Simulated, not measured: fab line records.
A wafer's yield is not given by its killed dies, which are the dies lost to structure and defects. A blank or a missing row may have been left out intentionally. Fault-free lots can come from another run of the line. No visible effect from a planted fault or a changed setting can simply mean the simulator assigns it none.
Which of the tools did it? / flow n5 finfet / 43 wafers from 15 lots sampled at 2 of the route's 1938 steps

== WHAT THE GAUGES SHOWED, per wafer ==
N5_BEOL_M6_THK_MEAS_53: measures by xrf. Usual: M6_THK gives 77.3 nm (standard deviation 1.9).
lot=L287; measured=day 8 07:41; on=film metro-02; M6_THK (nm)=78.6 80.0 78.0; flag=
lot=L288; measured=day 9 00:53; on=film metro-02; M6_THK (nm)=75.6 80.5 78.2; flag=
lot=L289; measured=day 9 04:04; on=film metro-01; M6_THK (nm)=77.1 78.5 74.2; flag=
lot=L291; measured=day 9 21:14; on=film metro-02; M6_THK (nm)=79.9 80.9 77.8; flag=
lot=L292; measured=day 9 23:59; on=film metro-01; M6_THK (nm)=79.3 74.9 76.4; flag=
lot=L293; measured=day 10 02:31; on=film metro-01; M6_THK (nm)=75.8 78.0 76.1; flag=
lot=L294; measured=day 10 06:34; on=film metro-01; M6_THK (nm)=75.4 76.0 76.9; flag=
lot=L295; measured=day 10 22:57; on=film metro-01; M6_THK (nm)=75.2 76.3 75.4; flag=
lot=L296; measured=day 11 02:12; on=film metro-01; M6_THK (nm)=78.7 77.7; flag=
lot=L302; measured=day 12 12:32; on=film metro-01; M6_THK (nm)=77.2 77.0 75.7; flag=
lot=L303; measured=day 12 23:08; on=film metro-02; M6_THK (nm)=75.4 78.0; flag=
lot=L307; measured=day 13 09:59; on=film metro-01; M6_THK (nm)=77.4 78.2 78.2; flag=
lot=L306; measured=day 13 15:13; on=film metro-02; M6_THK (nm)=76.7 76.1 80.2; flag=
lot=L304; measured=day 13 22:02; on=film metro-01; M6_THK (nm)=77.6 76.2 77.8; flag=
lot=L310; measured=day 15 06:00; on=film metro-01; M6_THK (nm)=78.8 79.8 79.6; flag=

== WHICH TOOL RAN EACH LOT (tool, then ch and the chambers of the sampled wafers, then the start) ==
lot=L287; N5_BEOL_M6_PRE_CLEAN_45=pvd sputter-01, day 8 05:59
lot=L288; N5_BEOL_M6_PRE_CLEAN_45=pvd sputter-01, day 8 21:44
lot=L289; N5_BEOL_M6_PRE_CLEAN_45=pvd sputter-01, day 9 02:44
lot=L291; N5_BEOL_M6_PRE_CLEAN_45=pvd sputter-01, day 9 19:53
lot=L292; N5_BEOL_M6_PRE_CLEAN_45=pvd sputter-03, day 9 22:34
lot=L293; N5_BEOL_M6_PRE_CLEAN_45=pvd sputter-02, day 10 00:58
lot=L294; N5_BEOL_M6_PRE_CLEAN_45=pvd sputter-02, day 10 04:40
lot=L295; N5_BEOL_M6_PRE_CLEAN_45=pvd sputter-03, day 10 21:10
lot=L296; N5_BEOL_M6_PRE_CLEAN_45=pvd sputter-02, day 10 23:13
lot=L302; N5_BEOL_M6_PRE_CLEAN_45=pvd sputter-03, day 12 09:35
lot=L303; N5_BEOL_M6_PRE_CLEAN_45=pvd sputter-01, day 12 21:32
lot=L307; N5_BEOL_M6_PRE_CLEAN_45=pvd sputter-01, day 13 08:17
lot=L306; N5_BEOL_M6_PRE_CLEAN_45=pvd sputter-03, day 13 13:11
lot=L304; N5_BEOL_M6_PRE_CLEAN_45=pvd sputter-03, day 13 20:03
lot=L310; N5_BEOL_M6_PRE_CLEAN_45=pvd sputter-02, day 15 04:10
- N5_BEOL_M6_PRE_CLEAN_45: time 30 s.

== WHAT THE TOOLS THEMSELVES READ (means of the sampled wafers that have a number; where no wafer has one, the mark that the record gives instead) ==
N5_BEOL_M6_PRE_CLEAN_45. Usual: 326 W for heater power w, sd 31.
lot=L287; tool=pvd sputter-01; heater power w (W)=325; flag=
lot=L288; tool=pvd sputter-01; heater power w (W)=329; flag=
lot=L289; tool=pvd sputter-01; heater power w (W)=329; flag=
lot=L291; tool=pvd sputter-01; heater power w (W)=350; flag=
lot=L292; tool=pvd sputter-03; heater power w (W)=312; flag=
lot=L293; tool=pvd sputter-02; heater power w (W)=336; flag=
lot=L294; tool=pvd sputter-02; heater power w (W)=332; flag=
lot=L295; tool=pvd sputter-03; heater power w (W)=282; flag=
lot=L296; tool=pvd sputter-02; heater power w (W)=345; flag=
lot=L302; tool=pvd sputter-03; heater power w (W)=277; flag=
lot=L303; tool=pvd sputter-01; heater power w (W)=355; flag=
lot=L307; tool=pvd sputter-01; heater power w (W)=346; flag=
lot=L306; tool=pvd sputter-03; heater power w (W)=321; flag=
lot=L304; tool=pvd sputter-03; heater power w (W)=312; flag=
lot=L310; tool=pvd sputter-02; heater power w (W)=328; flag=

== THE ANSWER, worked out from the rows above alone ==
Rule: take the mean of a lot's wafers that have a number; if it is more than 3 standard deviations from the usual mean, the lot is off. A lot without any number at a reading at which 4 lots or more have one is off too. The other lots that the step has rows for count as sound. The gauges are gone through in route order, then the tools' own readings, and for those a lot's mean is taken as printed above. The first step at which some lot is off is used, and at that step the reading that is off furthest; a lot without a number counts as furthest.
No lot is off on any of the readings shown, so nothing can be concluded from this.

== WHAT HAD BEEN PUT IN BY THE SIMULATOR ==
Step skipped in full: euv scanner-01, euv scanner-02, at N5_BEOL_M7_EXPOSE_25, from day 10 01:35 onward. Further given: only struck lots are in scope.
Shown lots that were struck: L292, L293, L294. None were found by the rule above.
